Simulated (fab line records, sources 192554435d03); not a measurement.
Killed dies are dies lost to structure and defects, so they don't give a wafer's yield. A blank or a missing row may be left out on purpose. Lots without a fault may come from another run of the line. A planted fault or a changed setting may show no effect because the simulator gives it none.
Chamber matching | flow n5_finfet | N5_BEOL_M0_CUTY_ETCH_62 on rie_diel-05: 4 sister chambers
The step etches SiARC in CF4, time 58.5 s. 18 wafers are shown with their chamber, then 9 later ones without.

WAFERS WITH THEIR CHAMBER
wafer  | chamber | showerhead_plenum_p_Torr (Torr) | drypump_motor_current_A (A) | throttle_valve_pct (%)
L078.2 | 2       | 2.09                            | 5.6                         | 15.74
L078.4 | 0       | 2.10                            | 5.5                         | 15.33
L078.6 | 1       | 2.19                            | 6.1                         | 15.25
L081.2 | 1       | 2.19                            | 6.1                         | 15.24
L081.3 | 2       | 2.08                            | 5.6                         | 15.75
L081.4 | 3       | 2.27                            | 5.0                         | 15.43
L087.1 | 2       | 2.08                            | 5.7                         | 15.80
L087.3 | 0       | 2.10                            | 5.5                         | 15.36
L087.6 | 0       | 2.10                            | 5.5                         | 15.35
L088.1 | 1       | 2.18                            | 6.1                         | 15.27
L088.4 | 0       | 2.10                            | 5.5                         | 15.38
L088.6 | 2       | 2.08                            | 5.6                         | 15.79
L089.1 | 2       | 2.08                            | 5.7                         | 15.79
L089.5 | 3       | 2.27                            | 4.9                         | 15.42
L089.6 | 2       | 2.08                            | 5.6                         | 15.79
L090.1 | 2       | 2.08                            | 5.6                         | 15.79
L090.3 | 0       | 2.10                            | 5.5                         | 15.37
L090.4 | 1       | 2.18                            | 6.1                         | 15.28

SIGNATURES (means of the wafers above)
reading                  | chamber 0 | chamber 1 | chamber 2 | chamber 3 | scatter within a chamber
showerhead_plenum_p_Torr | 2.1000    | 2.1850    | 2.0814    | 2.2700    | 0.00364
drypump_motor_current_A  | 5.500     | 6.100     | 5.629     | 4.950     | 0.0371
throttle_valve_pct       | 15.3580   | 15.2600   | 15.7786   | 15.4250   | 0.0204
Rule: a wafer's distance from a chamber is the root of the sum, over the readings, of the square of ((its reading less the chamber's mean) divided by the reading's scatter). The wafer belongs to the nearest chamber; if the next one is less than 2 further off, it can't be placed. The scatter: the root of (the sum of the squares of (reading less its chamber's mean) over the shown wafers, divided by (wafers less chambers)).

WAFERS WITHOUT THEIR CHAMBER
wafer  | showerhead_plenum_p_Torr (Torr) | drypump_motor_current_A (A) | throttle_valve_pct (%)
L094.1 | 2.08                            | 5.6                         | 15.80
L094.5 | 2.10                            | 5.5                         | 15.39
L094.6 | 2.18                            | 6.1                         | 15.31
L095.3 | 2.18                            | 6.1                         | 15.29
L095.4 | 2.09                            | 5.5                         | 15.39
L095.6 | 2.18                            | 6.1                         | 15.30
L097.1 | 2.26                            | 4.9                         | 15.50
L097.3 | 2.09                            | 5.5                         | 15.41
L097.5 | 2.07                            | 5.6                         | 15.82

WHICH CHAMBER EACH WENT THROUGH
wafer  | from the rows above | in truth
L094.1 | 2                   | 2
L094.5 | 0                   | 0
L094.6 | 1                   | 1
L095.3 | 1                   | 1
L095.4 | 0                   | 0
L095.6 | 1                   | 1
L097.1 | 3                   | 3
L097.3 | 0                   | 0
L097.5 | 2                   | 2
Placed correctly: 9 of 9. Can't be placed from these rows: 0. Placed wrongly: 0.
